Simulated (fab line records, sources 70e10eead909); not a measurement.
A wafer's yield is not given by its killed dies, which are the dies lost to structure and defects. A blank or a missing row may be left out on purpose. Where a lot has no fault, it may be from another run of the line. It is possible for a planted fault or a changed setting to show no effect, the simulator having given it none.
fab line records	flow nand-harc
record lots=24	wafers=72	last-day=25
route steps=1159 shown A_CONTACT@942 A_BLC@993 A_M0@1011 A_M1@1044 THIN_TSV@1129
lots that met no fault: taken from a fault-free run of the same line
start-h: hours from the record's opening day to when the first of the lot's shown wafers began	wait-h: hours since the lot's step before	" unchanged from the row above	L1.1+2: one row covering several wafers at once	- either no value or no given start	* or withheld: withheld	< > ~ a bound
route shown NAME@n: a module of which the file shows steps, and the number in the route of the first	usual: mean/standard deviation of fault-free wafers	same: alike in all rows	chamber/n: place in a boat	sites: readings site by site	_std_site: the standard deviation of these	_edge_site: outer sites' mean less inner sites'	radius-mm: how far each site lies from the wafer's centre	mask NAME#n: copy n	behind: tool/chamber where the wafer was last shaped	hold: reason for holding the lot/hours on hold/outcome of the hold	device: transistor that didn't switch, given as n, p or np	end of line: at the end of the route, the tests of the same wafers	a step with no rows: only its recipe	killed: dies that structure and defects cost at the first sort, which is not the same as the wafer's yield	map: shows each die of a wafer: x if killed, . if not, _ if none is there
set.NAME: the setting that was run; set.NAME@STEP: the one run at that earlier step	model.NAME: the simulator's own value behind a step, which no gauge read
one table for each step of the route and one row for each wafer, over a sample of lots
services: a tool's chamber out of use, with start hour (start-h, from the record's first day; less than 0 if before it), hours out, and reason
## steps
# step NHARC_A_CONTACT_ETCH_31
# recipe target-depth-a=20000	over-etch-frac=0.3	time-s=520	ion-energy-ev=150	o2-flow-sccm=400	cos-flow-sccm=20	ar-flow-sccm=0	rf-w=500	bias-w=300	chemistry=O2/COS
# usual drypump-motor-current-A=5.9/0.42	oes-product-au=1.002/0.0094	rf-vpp-V=313.8/1.3	showerhead-plenum-p-Torr=3.10/0.086	throttle-valve-pct=28.332/0.009
lot.wafer	tool	chamber	start-h	wait-h	drypump-motor-current-A	oes-product-au	rf-hours-counter-h	rf-vpp-V	showerhead-plenum-p-Torr	throttle-valve-pct
L074.2	rie-diel-13	0	-	-	5.5	0.988	43	312.3	2.96	28.325
L074.3	"	1	"	"	5.2	1.007	42	313.9	3.04	28.344
L074.1	"	2	"	"	5.6	1.017	41	316.2	3.22	28.328
L075.3	rie-diel-11	3	-	-	6.0	1.005	2	313.3	3.05	28.334
L075.1	"	0	"	"	6.0	0.997	2	314.3	3.11	28.316
L075.5	"	1	"	"	6.6	0.999	-	314.4	3.13	28.317
L077.2	rie-diel-11	0	-	-	6.0	0.989	6	313.0	3.11	28.340
L077.5	"	0	"	"	6.0	0.989	-	313.6	3.11	28.321
L077.4	"	1	"	"	6.6	1.011	-	313.2	3.13	28.324
L076.2	rie-diel-08	1	-	-	6.3	1.018	32	311.0	2.93	28.340
L076.4	"	3	"	"	5.8	1.011	31	312.0	3.06	28.340
L076.6	"	1	"	"	6.3	1.020	-	312.1	2.93	28.330
L078.2	rie-diel-11	1	-	-	6.6	1.007	7	314.8	3.13	28.336
L078.4	"	0	"	"	6.0	1.008	7	316.6	3.11	28.326
L078.5	"	1	"	"	6.6	1.004	-	314.4	3.13	28.329
L080.1	rie-diel-11	2	-	-	5.3	1.003	5	315.5	3.23	28.334
L080.6	"	1	"	"	6.6	0.988	-	314.7	3.13	28.318
L080.5	"	2	"	"	5.3	0.994	-	316.1	3.23	28.321
L081.1	rie-diel-11	2	-	-	5.3	1.013	7	315.8	3.23	28.350
L081.3	"	1	"	"	6.6	1.003	11	314.2	3.13	28.329
L081.5	"	3	"	"	6.0	1.005	-	313.2	3.04	28.338
L082.4	rie-diel-08	0	-	-	6.2	0.992	46	314.3	3.12	28.350
L082.2	"	2	"	"	5.6	1.007	41	314.5	3.17	28.333
L082.5	"	3	"	"	5.8	1.011	-	312.6	3.05	28.335
L083.1	rie-diel-13	0	-	-	5.5	0.997	57	312.0	2.96	28.322
L083.6	"	3	"	"	5.6	0.982	-	312.3	3.03	28.327
L083.4	"	0	"	"	5.5	0.989	-	312.6	2.96	28.330
L084.1	rie-diel-13	0	-	-	5.4	0.986	61	310.3	2.95	28.330
L084.2	"	3	"	"	5.6	0.997	57	313.7	3.03	28.337
L084.5	"	0	"	"	5.4	0.986	-	312.7	2.95	28.322
L079.1	rie-diel-08	1	-	-	6.3	1.030	52	311.4	2.92	28.336
L079.2	"	0	"	"	6.3	0.993	50	314.3	3.12	28.337
L079.6	"	1	"	"	6.2	1.024	-	312.0	2.92	28.338
L086.1	rie-diel-08	1	-	-	6.2	1.018	53	311.5	2.92	28.334
L086.2	"	3	"	"	5.8	1.003	51	313.6	3.05	28.329
L086.4	"	3	"	"	5.8	0.996	-	312.0	3.05	28.325
L088.3	rie-diel-11	3	-	-	6.0	1.004	17	312.8	3.04	28.348
L088.1	"	0	"	"	6.0	1.005	15	313.7	3.11	28.318
L088.4	"	1	"	"	6.6	1.006	16	313.9	3.13	28.328
L085.1	rie-diel-11	1	-	-	6.6	1.014	18	314.3	3.13	28.331
L085.3	"	3	"	"	6.0	1.003	19	313.3	3.04	28.327
L085.6	"	2	"	"	5.3	1.005	-	315.0	3.23	28.340
L087.3	rie-diel-11	3	-	-	6.0	1.005	19	314.5	3.04	28.323
L087.4	"	0	"	"	6.0	1.000	17	312.1	3.11	28.340
L087.2	"	2	"	"	5.3	1.004	14	315.8	3.23	28.326
L089.2	rie-diel-11	3	-	-	6.0	0.996	23	314.3	3.04	28.350
L089.4	"	0	"	"	6.0	0.995	21	313.3	3.10	28.337
L089.5	"	2	"	"	5.3	1.002	-	316.9	3.23	28.318
L090.2	rie-diel-11	0	-	-	6.0	0.998	22	314.2	3.10	28.340
L090.4	"	1	"	"	6.6	0.998	23	314.3	3.12	28.351
L090.5	"	3	"	"	6.0	1.004	-	312.2	3.04	28.334
L091.1	rie-diel-11	3	-	-	6.0	1.002	26	312.9	3.04	28.324
L091.4	"	0	"	"	6.0	0.996	24	313.1	3.10	28.330
L091.5	"	3	"	"	6.0	1.004	-	313.1	3.04	28.350
L092.1	rie-diel-11	2	-	-	5.3	1.015	21	314.5	3.22	28.321
L092.3	"	1	"	"	6.6	1.002	25	313.3	3.12	28.335
L092.5	"	2	"	"	5.4	1.006	-	314.7	3.22	28.339
L093.4	rie-diel-11	2	-	-	5.3	1.002	22	314.1	3.22	28.324
L093.1	"	3	"	"	6.0	0.998	29	312.0	3.04	28.346
L093.3	"	1	"	"	6.6	1.000	27	312.2	3.12	28.333
L095.2	rie-diel-13	2	-	-	5.6	1.006	13	313.8	3.20	28.329
L095.4	"	1	"	"	5.2	1.007	-	312.8	3.03	28.327
L095.6	"	2	"	"	5.6	1.005	-	316.3	3.20	28.337
L094.2	rie-diel-11	2	-	-	5.3	1.005	23	315.0	3.22	28.333
L094.1	"	1	"	"	6.6	1.008	27	314.4	3.12	28.337
L094.5	"	2	"	"	5.3	0.998	-	316.3	3.22	28.338
L096.2	rie-diel-08	1	-	-	6.3	1.014	7	312.0	2.91	28.319
L096.1	"	2	"	"	5.5	0.998	6	312.4	3.15	28.327
L096.3	"	3	"	"	5.8	0.998	6	313.7	3.04	28.343
L097.4	rie-diel-11	3	-	-	5.9	0.998	37	313.8	3.03	28.345
L097.2	"	1	"	"	6.6	0.997	35	313.7	3.12	28.337
L097.6	"	0	"	"	6.0	0.989	-	314.2	3.10	28.334
# step NHARC_A_CONTACT_ETCH_137
# recipe source-w=withheld	pressure-mtorr=20	bias-v=3000	time-s=132	target-depth-a=12870	ar-flow-sccm=withheld	c4f8-flow-sccm=withheld	o2-flow-sccm=withheld	chemistry=C4F8/O2/Ar
# usual oes-air-line-au=0.999/0.021
lot.wafer	tool	chamber	start-h	wait-h	oes-air-line-au	rf-hours-counter-h
L074.2	har-cap-etch-02	0	388.38	0.1	0.953	11
L074.1	"	1	"	"	0.964	11
L074.3	"	0	"	"	0.955	-
L075.1	har-cap-etch-01	0	389.02	0.1	0.995	60
L075.3	"	0	"	"	1.008	-
L075.5	"	1	"	"	0.959	-
L077.2	har-cap-etch-02	1	397.77	0.1	1.012	13
L077.4	"	1	"	"	0.958	-
L077.5	"	0	"	"	1.000	-
L076.2	har-cap-etch-01	1	398.07	0.1	0.960	62
L076.4	"	0	"	"	1.018	-
L076.6	"	1	"	"	0.966	-
L078.2	har-cap-etch-01	0	410.27	0.1	1.011	63
L078.4	"	1	"	"	1.027	-
L078.5	"	1	"	"	0.999	-
L080.1	har-cap-etch-03	0	426.66	0.1	0.963	89
L080.6	"	1	"	"	1.000	-
L080.5	"	0	"	"	1.011	-
L081.1	har-cap-etch-03	0	429.14	0.1	0.983	89
L081.3	"	0	"	"	1.003	-
L081.5	"	0	"	"	0.984	-
L082.2	har-cap-etch-02	0	439.82	0.1	0.999	22
L082.4	"	1	"	"	1.001	-
L082.5	"	0	"	"	0.983	-
L083.1	har-cap-etch-03	1	440.36	0.1	0.985	93
L083.4	"	0	"	"	1.038	-
L083.6	"	1	"	"	0.981	-
L084.1	har-cap-etch-02	1	445.41	0.1	0.994	24
L084.2	"	0	"	"	0.983	24
L084.5	"	0	"	"	0.979	-
L079.2	har-cap-etch-03	0	445.69	0.1	0.989	95
L079.1	"	1	"	"	1.006	95
L079.6	"	0	"	"	0.994	-
L086.1	har-cap-etch-02	0	448.94	0.1	1.028	24
L086.2	"	1	"	"	0.995	24
L086.4	"	1	"	"	0.998	-
L088.1	har-cap-etch-01	1	448.99	0.1	0.983	72
L088.3	"	1	"	"	0.996	-
L088.4	"	0	"	"	1.014	-
L085.1	har-cap-etch-01	0	457.15	0.1	1.028	73
L085.3	"	1	"	"	1.020	-
L085.6	"	0	"	"	1.026	-
L087.2	har-cap-etch-03	0	458.52	0.1	1.006	97
L087.4	"	1	"	"	1.026	-
L087.3	"	0	"	"	1.005	-
L089.2	har-cap-etch-03	0	472.65	0.1	0.979	100
L089.4	"	0	"	"	1.021	-
L089.5	"	0	"	"	1.017	-
L090.2	har-cap-etch-02	0	479.45	0.1	0.979	30
L090.4	"	1	"	"	0.991	-
L090.5	"	0	"	"	0.986	-
L091.1	har-cap-etch-02	1	483.45	0.1	1.015	31
L091.4	"	1	"	"	0.989	-
L091.5	"	0	"	"	1.007	-
L092.1	har-cap-etch-03	1	485.07	0.1	0.996	103
L092.3	"	1	"	"	0.967	-
L092.5	"	0	"	"	0.966	-
L093.1	har-cap-etch-03	1	493.12	0.1	1.020	104
L093.4	"	1	"	"	1.009	-
L093.3	"	0	"	"	1.004	-
L095.2	har-cap-etch-01	0	495.99	0.1	0.971	81
L095.4	"	0	"	"	0.988	-
L095.6	"	1	"	"	1.008	-
L094.1	har-cap-etch-03	0	496.37	0.1	1.045	105
L094.2	"	1	"	"	1.025	105
L094.5	"	1	"	"	0.998	-
L096.2	har-cap-etch-03	0	511.50	0.1	1.004	107
L096.1	"	1	"	"	0.991	107
L096.3	"	1	"	"	1.009	-
L097.2	har-cap-etch-02	0	544.20	0.1	1.014	41
L097.4	"	1	"	"	0.989	-
L097.6	"	1	"	"	1.027	-
# step NHARC_A_BLC_INSPECT_28
# usual raw-defect-count=403/110
lot.wafer	tool	chamber	start-h	wait-h	raw-defect-count
L074.1	defect-inspect-01	-	406.10	0.1	318
L074.2	"	-	"	"	422
L074.3	"	-	"	"	311
L075.1	defect-inspect-02	-	406.71	0.1	411
L075.3	"	-	"	"	347
L075.5	"	-	"	"	508
L077.2	defect-inspect-01	-	416.17	0.1	359
L077.4	"	-	"	"	386
L077.5	"	-	"	"	849
L076.2	defect-inspect-02	-	416.18	0.1	339
L076.4	"	-	"	"	456
L076.6	"	-	"	"	514
L078.2	defect-inspect-02	-	422.12	0.1	297
L078.4	"	-	"	"	339
L078.5	"	-	"	"	311
L080.1	defect-inspect-02	-	437.71	0.1	327
L080.5	"	-	"	"	235
L080.6	"	-	"	"	341
L081.1	defect-inspect-01	-	441.01	0.1	371
L081.3	"	-	"	"	395
L081.5	"	-	"	"	567
L082.2	defect-inspect-02	-	448.51	0.1	476
L082.4	"	-	"	"	438
L082.5	"	-	"	"	403
L083.1	defect-inspect-02	-	448.95	0.1	619
L083.4	"	-	"	"	427
L083.6	"	-	"	"	509
L084.1	defect-inspect-01	-	456.61	0.1	653
L084.2	"	-	"	"	415
L084.5	"	-	"	"	499
L079.1	defect-inspect-02	-	457.01	0.1	350
L079.2	"	-	"	"	275
L079.6	"	-	"	"	459
L086.1	defect-inspect-02	-	459.32	0.1	397
L086.2	"	-	"	"	455
L086.4	"	-	"	"	550
L088.1	defect-inspect-01	-	459.88	0.1	360
L088.3	"	-	"	"	737
L088.4	"	-	"	"	554
L085.1	defect-inspect-01	-	465.56	0.1	293
L085.3	"	-	"	"	404
L085.6	"	-	"	"	453
L087.2	defect-inspect-02	-	471.35	0.1	401
L087.3	"	-	"	"	374
L087.4	"	-	"	"	244
L089.2	defect-inspect-01	-	480.17	0.1	291
L089.4	"	-	"	"	287
L089.5	"	-	"	"	374
L090.2	defect-inspect-02	-	493.69	0.1	326
L090.4	"	-	"	"	495
L090.5	"	-	"	"	406
L091.1	defect-inspect-02	-	498.13	0.1	481
L091.4	"	-	"	"	361
L091.5	"	-	"	"	276
L092.1	defect-inspect-01	-	499.77	0.1	293
L092.3	"	-	"	"	395
L092.5	"	-	"	"	292
L093.1	defect-inspect-02	-	500.36	0.1	303
L093.3	"	-	"	"	290
L093.4	"	-	"	"	276
L095.2	defect-inspect-02	-	505.47	0.1	259
L095.4	"	-	"	"	468
L095.6	"	-	"	"	292
L094.1	defect-inspect-02	-	505.90	0.1	393
L094.2	"	-	"	"	457
L094.5	"	-	"	"	427
L096.1	defect-inspect-02	-	521.39	0.1	459
L096.2	"	-	"	"	299
L096.3	"	-	"	"	626
L097.2	defect-inspect-02	-	552.33	0.1	334
L097.4	"	-	"	"	361
L097.6	"	-	"	"	379
# step NHARC_A_M0_STRIP_18
# recipe power-w=1000	n2-flow-sccm=150	h2-flow-sccm=150	ar-flow-sccm=0	bias-w=0	chemistry=N2/H2
# usual drypump-motor-current-A=5.8/0.41	oes-product-au=0.997/0.01	rf-vpp-V=90.8/1.1	showerhead-plenum-p-Torr=2.06/0.083	throttle-valve-pct=14.172/0.01
lot.wafer	tool	chamber	start-h	wait-h	drypump-motor-current-A	oes-product-au	rf-hours-counter-h	rf-vpp-V	showerhead-plenum-p-Torr	throttle-valve-pct
L074.1	rie-diel-06	2	407.56	0.1	5.8	0.987	10.0	91.1	1.99	14.177
L074.2	"	3	"	"	5.6	0.998	10.0	90.4	2.15	14.179
L074.3	"	1	"	"	5.9	1.003	10.2	89.3	1.91	14.177
L075.1	rie-diel-06	1	408.23	0.1	5.9	1.015	10.3	91.2	1.91	14.178
L075.3	"	3	"	"	5.7	1.012	10.0	89.6	2.15	14.158
L075.5	"	2	"	"	5.8	1.000	-	91.3	1.99	14.187
L077.4	rie-diel-05	3	417.56	0.1	6.2	0.998	4.9	89.6	2.04	14.167
L077.2	"	0	"	"	5.5	0.989	4.8	90.4	2.07	14.167
L077.5	"	2	"	"	5.2	1.002	-	89.6	2.15	14.171
L076.4	rie-diel-06	2	417.69	0.1	5.7	0.990	10.5	91.1	1.99	14.165
L076.2	"	3	"	"	5.6	1.002	10.6	92.7	2.15	14.160
L076.6	"	1	"	"	5.9	0.991	-	89.9	1.91	14.174
L078.2	rie-diel-07	3	423.51	0.1	6.5	1.003	1.6	89.8	2.05	14.172
L078.4	"	2	"	"	6.4	1.009	1.4	90.2	1.90	14.168
L078.5	"	3	"	"	6.5	1.004	-	89.5	2.05	14.181
L080.1	rie-diel-07	0	439.11	0.1	6.2	0.986	2.0	91.7	2.13	14.174
L080.6	"	2	"	"	6.5	0.997	-	88.2	1.90	14.165
L080.5	"	3	"	"	6.5	1.001	-	89.2	2.05	14.173
L081.3	rie-diel-05	2	442.53	0.1	5.2	1.003	7.0	91.2	2.14	14.180
L081.1	"	3	"	"	6.1	0.999	6.7	91.4	2.04	14.167
L081.5	"	1	"	"	5.4	1.001	-	92.1	2.13	14.177
L082.2	rie-diel-06	3	449.99	0.1	5.6	1.000	2.1	92.6	2.15	14.169
L082.4	"	0	"	"	6.5	0.984	2.0	90.8	2.08	14.156
L082.5	"	3	"	"	5.7	0.996	-	92.1	2.15	14.170
L083.1	rie-diel-05	2	450.45	0.1	5.2	0.992	7.4	93.2	2.14	14.172
L083.4	"	3	"	"	6.1	1.019	7.0	93.3	2.04	14.191
L083.6	"	2	"	"	5.2	0.999	-	91.1	2.14	14.171
L084.2	rie-diel-05	2	458.09	0.1	5.2	0.996	7.8	91.3	2.14	14.197
L084.1	"	1	"	"	5.5	1.005	7.2	91.6	2.13	14.186
L084.5	"	3	"	"	6.1	1.001	-	90.4	2.04	14.154
L079.2	rie-diel-05	3	458.51	0.1	6.1	1.007	7.4	91.7	2.04	14.160
L079.1	"	2	"	"	5.2	1.005	7.8	91.1	2.14	14.147
L079.6	"	3	"	"	6.1	1.009	-	90.4	2.04	14.163
L086.2	rie-diel-05	0	460.72	0.1	5.5	0.987	6.9	91.2	2.07	14.191
L086.4	"	1	"	"	5.5	0.996	7.3	91.4	2.13	14.178
L086.1	"	2	"	"	5.2	0.996	7.9	90.9	2.14	14.174
L088.1	rie-diel-05	2	461.22	0.1	5.2	0.998	7.9	91.7	2.14	14.185
L088.3	"	3	"	"	6.1	1.009	7.5	90.2	2.04	14.179
L088.4	"	1	"	"	5.5	0.999	7.3	91.4	2.13	14.193
L085.1	rie-diel-07	1	467.01	0.1	5.5	0.999	3.8	92.4	2.17	14.179
L085.3	"	2	"	"	6.4	0.986	4.1	90.0	1.90	14.169
L085.6	"	2	"	"	6.5	1.000	-	90.7	1.90	14.163
L087.2	rie-diel-06	0	472.81	0.1	6.5	0.966	3.1	92.3	2.08	14.172
L087.4	"	1	"	"	5.9	1.009	2.8	89.8	1.91	14.195
L087.3	"	2	"	"	5.8	0.992	3.0	91.5	1.99	14.191
L089.2	rie-diel-06	0	481.52	0.1	6.5	0.973	4.2	92.0	2.08	14.165
L089.4	"	1	"	"	5.9	0.997	3.8	90.8	1.91	14.172
L089.5	"	3	"	"	5.6	1.001	-	89.8	2.15	14.172
L090.4	rie-diel-07	2	495.21	0.1	6.4	0.988	6.1	91.4	1.90	14.169
L090.2	"	3	"	"	6.5	1.001	6.3	91.4	2.05	14.172
L090.5	"	1	"	"	5.5	0.998	-	90.6	2.17	14.167
L091.4	rie-diel-06	2	499.46	0.1	5.7	0.995	6.4	89.2	1.99	14.160
L091.1	"	3	"	"	5.6	1.004	6.8	91.3	2.14	14.174
L091.5	"	2	"	"	5.7	0.982	-	90.7	1.99	14.154
L092.3	rie-diel-06	1	501.26	0.1	5.9	1.003	5.2	89.4	1.91	14.181
L092.1	"	3	"	"	5.7	0.991	7.0	89.9	2.14	14.174
L092.5	"	1	"	"	5.9	0.998	-	89.5	1.91	14.183
L093.3	rie-diel-05	1	501.82	0.1	5.5	0.997	9.8	89.9	2.13	14.171
L093.4	"	3	"	"	6.1	1.013	9.5	89.8	2.04	14.176
L093.1	"	0	"	"	5.5	1.000	9.2	91.2	2.07	14.150
L095.2	rie-diel-05	1	506.95	0.1	5.5	1.006	10.0	92.2	2.13	14.160
L095.4	"	3	"	"	6.1	1.015	9.6	91.8	2.04	14.178
L095.6	"	1	"	"	5.5	1.003	-	91.3	2.13	14.151
L094.2	rie-diel-05	1	507.38	0.1	5.4	1.000	10.0	91.7	2.13	14.165
L094.1	"	3	"	"	6.1	1.014	9.7	90.9	2.04	14.184
L094.5	"	2	"	"	5.2	1.003	-	90.4	2.14	14.188
L096.2	rie-diel-06	0	522.73	0.1	6.5	0.988	7.3	89.7	2.08	14.166
L096.1	"	1	"	"	5.9	1.010	7.1	90.2	1.91	14.175
L096.3	"	3	"	"	5.6	1.013	8.2	92.2	2.14	14.168
L097.2	rie-diel-06	0	553.79	0.1	6.5	0.976	9.5	91.4	2.08	14.161
L097.4	"	2	"	"	5.8	1.006	10.0	91.0	1.99	14.176
L097.6	"	0	"	"	6.5	0.976	-	91.7	2.08	14.170
# step NHARC_A_M1_ETCH_28
# recipe target-depth-a=300	over-etch-frac=0.3	time-s=72.99	ion-energy-ev=150	cf4-flow-sccm=50	n2-flow-sccm=100	ar-flow-sccm=150	rf-w=300	bias-w=100	chemistry=CF4/N2
# usual drypump-motor-current-A=5.4/0.34	oes-product-au=1.003/0.0094	rf-vpp-V=314.2/2	showerhead-plenum-p-Torr=2.63/0.1	throttle-valve-pct=19.794/0.0094
lot.wafer	tool	chamber	start-h	wait-h	drypump-motor-current-A	oes-product-au	rf-hours-counter-h	rf-vpp-V	showerhead-plenum-p-Torr	throttle-valve-pct
L074.2	rie-diel-01	0	-	-	4.9	1.005	2	316.7	2.81	19.785
L074.3	"	1	"	"	5.7	1.008	2	315.0	2.76	19.784
L074.1	"	2	"	"	5.4	0.987	2	316.0	2.63	19.788
L075.1	rie-diel-12	1	412.72	0.3	4.9	1.014	1	313.7	2.65	19.787
L075.3	"	1	"	"	4.9	1.011	-	314.6	2.65	19.795
L075.5	"	3	"	"	5.4	0.992	-	310.2	2.48	19.794
L076.2	rie-diel-10	1	-	-	5.6	0.994	7	313.7	2.58	19.798
L076.4	"	1	"	"	5.6	0.997	-	315.5	2.58	19.785
L076.6	"	2	"	"	5.7	0.987	-	313.2	2.55	19.802
L077.4	rie-diel-01	0	-	-	4.9	1.006	3	318.9	2.81	19.802
L077.2	"	1	"	"	5.7	0.986	3	317.0	2.76	19.813
L077.5	"	2	"	"	5.4	1.000	-	317.0	2.63	19.796
L078.2	rie-diel-01	2	-	-	5.4	0.997	3	315.2	2.63	19.789
L078.4	"	1	"	"	5.7	0.996	3	316.3	2.76	19.789
L078.5	"	2	"	"	5.4	0.999	-	313.4	2.63	19.788
L080.1	rie-diel-10	2	-	-	5.7	1.002	8	312.1	2.55	19.798
L080.6	"	3	"	"	5.1	1.001	-	316.8	2.70	19.811
L080.5	"	0	"	"	5.3	1.013	-	312.2	2.49	19.807
L081.3	rie-diel-01	2	-	-	5.4	1.014	3	313.2	2.63	19.770
L081.1	"	1	"	"	5.7	1.002	3	316.0	2.76	19.789
L081.5	"	3	"	"	5.3	1.015	-	313.8	2.65	19.790
L082.4	rie-diel-01	2	-	-	5.4	0.999	3	313.3	2.63	19.780
L082.2	"	0	"	"	4.9	1.007	4	318.6	2.81	19.783
L082.5	"	2	"	"	5.4	1.005	-	315.8	2.63	19.798
L083.4	rie-diel-01	0	-	-	4.9	1.014	4	318.6	2.81	19.793
L083.1	"	3	"	"	5.3	1.011	4	314.0	2.65	19.794
L083.6	"	0	"	"	4.9	1.001	-	315.8	2.81	19.793
L084.1	rie-diel-12	3	-	-	5.4	1.000	4	312.3	2.48	19.801
L084.2	"	1	"	"	4.9	1.023	4	313.5	2.65	19.790
L084.5	"	3	"	"	5.4	0.997	-	311.9	2.48	19.787
L079.2	rie-diel-01	3	-	-	5.3	1.008	4	314.8	2.65	19.787
L079.1	"	0	"	"	4.9	1.004	4	318.3	2.80	19.782
L079.6	"	2	"	"	5.4	0.995	-	315.3	2.63	19.787
L086.1	rie-diel-12	2	-	-	5.2	1.007	0	313.6	2.57	19.810
L086.4	"	0	"	"	6.3	1.005	3	311.3	2.54	19.800
L086.2	"	1	"	"	5.0	1.007	4	315.5	2.65	19.786
L088.1	rie-diel-10	1	-	-	5.5	0.993	10	313.3	2.58	19.805
L088.4	"	2	"	"	5.7	0.989	9	311.7	2.55	19.787
L088.3	"	3	"	"	5.1	1.020	6	316.9	2.69	19.797
L085.3	rie-diel-01	2	-	-	5.4	1.006	4	313.9	2.63	19.786
L085.1	"	3	"	"	5.3	1.022	4	315.1	2.65	19.796
L085.6	"	2	"	"	5.4	1.015	-	314.3	2.63	19.786
L087.3	rie-diel-01	1	-	-	5.7	0.996	4	315.3	2.76	19.775
L087.4	"	2	"	"	5.3	1.005	4	313.1	2.63	19.809
L087.2	"	0	"	"	4.9	1.006	4	317.2	2.80	19.787
L089.2	rie-diel-01	2	-	-	5.4	1.004	4	313.8	2.63	19.801
L089.4	"	3	"	"	5.3	1.012	5	314.7	2.65	19.785
L089.5	"	2	"	"	5.3	1.005	-	313.3	2.63	19.780
L090.2	rie-diel-12	3	-	-	5.4	1.011	7	312.4	2.48	19.787
L090.4	"	1	"	"	4.9	1.009	8	313.5	2.65	19.799
L090.5	"	0	"	"	6.3	0.998	-	314.2	2.54	19.800
L091.1	rie-diel-12	3	-	-	5.4	0.988	8	312.3	2.48	19.784
L091.4	"	1	"	"	4.9	0.998	8	313.2	2.65	19.781
L091.5	"	0	"	"	6.3	0.987	-	313.3	2.54	19.785
L092.1	rie-diel-12	2	-	-	5.2	0.997	5	312.6	2.57	19.770
L092.3	"	3	"	"	5.4	0.998	8	310.9	2.48	19.793
L092.5	"	3	"	"	5.4	0.994	-	311.7	2.48	19.785
L093.3	rie-diel-10	2	-	-	5.8	1.000	14	313.0	2.54	19.778
L093.1	"	0	"	"	5.3	1.010	11	312.9	2.49	19.789
L093.4	"	1	"	"	5.6	0.994	13	313.4	2.58	19.780
L095.4	rie-diel-10	0	-	-	5.3	1.018	11	311.4	2.49	19.794
L095.2	"	1	"	"	5.5	1.001	14	313.5	2.58	19.804
L095.6	"	3	"	"	5.1	1.014	-	314.7	2.69	19.797
L094.2	rie-diel-12	3	-	-	5.4	0.998	8	311.4	2.48	19.809
L094.1	"	0	"	"	6.3	1.003	7	313.5	2.54	19.789
L094.5	"	3	"	"	5.4	1.002	-	312.4	2.48	19.790
L096.2	rie-diel-01	1	-	-	5.7	0.997	1	316.3	2.76	19.808
L096.1	"	3	"	"	5.3	1.026	1	313.8	2.65	19.783
L096.3	"	0	"	"	4.9	1.004	1	318.0	2.80	19.789
L097.2	rie-diel-01	2	-	-	5.4	1.004	1	313.2	2.63	19.787
L097.4	"	3	"	"	5.2	1.018	1	313.9	2.65	19.796
L097.6	"	0	"	"	4.9	0.992	-	315.8	2.80	19.816
# step NHARC_THIN_TSV_PVD_19
# recipe target-thk-a=200	chamber-pressure-pa=5	material=TaN
# usual throttle-valve-pct=30.6/1.1
lot.wafer	tool	chamber	start-h	wait-h	throttle-valve-pct
L074.1	pvd-sputter-02	-	-	-	30.3
L074.2	"	-	"	"	31.9
L074.3	"	-	"	"	30.6
L075.3	pvd-sputter-02	-	-	-	28.7
L075.1	"	-	"	"	30.4
L075.5	"	-	"	"	28.8
L076.4	pvd-sputter-03	-	-	-	29.4
L076.2	"	-	"	"	31.6
L076.6	"	-	"	"	32.1
L077.2	pvd-sputter-01	-	-	-	30.5
L077.4	"	-	"	"	31.4
L077.5	"	-	"	"	30.4
L078.4	pvd-sputter-02	-	-	-	31.8
L078.2	"	-	"	"	30.3
L078.5	"	-	"	"	30.4
L080.1	pvd-sputter-03	-	-	-	31.1
L080.5	"	-	"	"	29.0
L080.6	"	-	"	"	32.2
L081.1	pvd-sputter-01	-	-	-	31.3
L081.3	"	-	"	"	31.2
L081.5	"	-	"	"	31.1
L083.1	pvd-sputter-01	-	-	-	31.1
L083.4	"	-	"	"	31.3
L083.6	"	-	"	"	31.2
L082.2	pvd-sputter-03	-	-	-	30.9
L082.4	"	-	"	"	29.1
L082.5	"	-	"	"	31.0
L084.2	pvd-sputter-02	-	-	-	28.7
L084.1	"	-	"	"	31.9
L084.5	"	-	"	"	28.8
L079.2	pvd-sputter-01	-	-	-	31.3
L079.1	"	-	"	"	31.0
L079.6	"	-	"	"	32.0
L086.4	pvd-sputter-03	-	-	-	31.1
L086.2	"	-	"	"	29.1
L086.1	"	-	"	"	32.1
L088.4	pvd-sputter-02	-	-	-	31.6
L088.1	"	-	"	"	30.4
L088.3	"	-	"	"	28.9
L085.1	pvd-sputter-03	-	-	-	29.2
L085.3	"	-	"	"	32.2
L085.6	"	-	"	"	29.0
L087.3	pvd-sputter-01	-	-	-	30.2
L087.4	"	-	"	"	32.2
L087.2	"	-	"	"	30.5
L089.2	pvd-sputter-02	-	-	-	28.8
L089.4	"	-	"	"	30.4
L089.5	"	-	"	"	28.9
L090.4	pvd-sputter-03	-	-	-	31.1
L090.2	"	-	"	"	29.3
L090.5	"	-	"	"	32.1
L091.4	pvd-sputter-01	-	-	-	30.1
L091.1	"	-	"	"	31.2
L091.5	"	-	"	"	30.5
L093.3	pvd-sputter-02	-	-	-	28.5
L093.1	"	-	"	"	30.5
L093.4	"	-	"	"	31.9
L092.3	pvd-sputter-03	-	-	-	32.0
L092.1	"	-	"	"	29.2
L092.5	"	-	"	"	28.8
L095.2	pvd-sputter-03	-	-	-	29.1
L095.4	"	-	"	"	29.1
L095.6	"	-	"	"	29.7
L094.2	pvd-sputter-03	-	-	-	30.8
L094.1	"	-	"	"	29.5
L094.5	"	-	"	"	32.1
L096.3	pvd-sputter-01	-	-	-	30.2
L096.2	"	-	"	"	30.6
L096.1	"	-	"	"	30.8
L097.4	pvd-sputter-03	-	-	-	31.2
L097.2	"	-	"	"	28.7
L097.6	"	-	"	"	31.0
## services
tool	chamber	start-h	hours	kind
rie-diel-11	-	366.63	9.0	pm
pvd-sputter-03	-	367.29	2.5	repair
pvd-sputter-03	-	370.72	6.3	repair
rie-diel-12	-	379.76	9.0	pm
rie-diel-11	2	386.94	17.8	repair
pvd-sputter-02	-	392.00	10.0	pm
rie-diel-12	0	401.28	11.8	repair
rie-diel-06	-	418.22	9.0	pm
pvd-sputter-03	-	424.48	15.2	repair
rie-diel-11	0	437.48	8.0	repair
pvd-sputter-03	-	458.09	10.0	pm
pvd-sputter-03	-	480.42	8.7	repair
rie-diel-06	-	487.97	0.8	repair
rie-diel-01	-	491.80	9.0	pm
rie-diel-01	1	513.21	7.0	repair
rie-diel-05	-	517.65	9.0	pm
rie-diel-11	-	543.63	9.0	pm
har-cap-etch-03	-	545.00	17.0	pm
pvd-sputter-03	-	548.06	24.0	repair
rie-diel-05	1	550.41	7.7	repair
rie-diel-11	-	556.85	0.2	repair
rie-diel-05	3	560.42	2.2	repair
pvd-sputter-03	-	574.65	0.6	repair
rie-diel-06	1	580.50	1.6	repair
## key
fault none
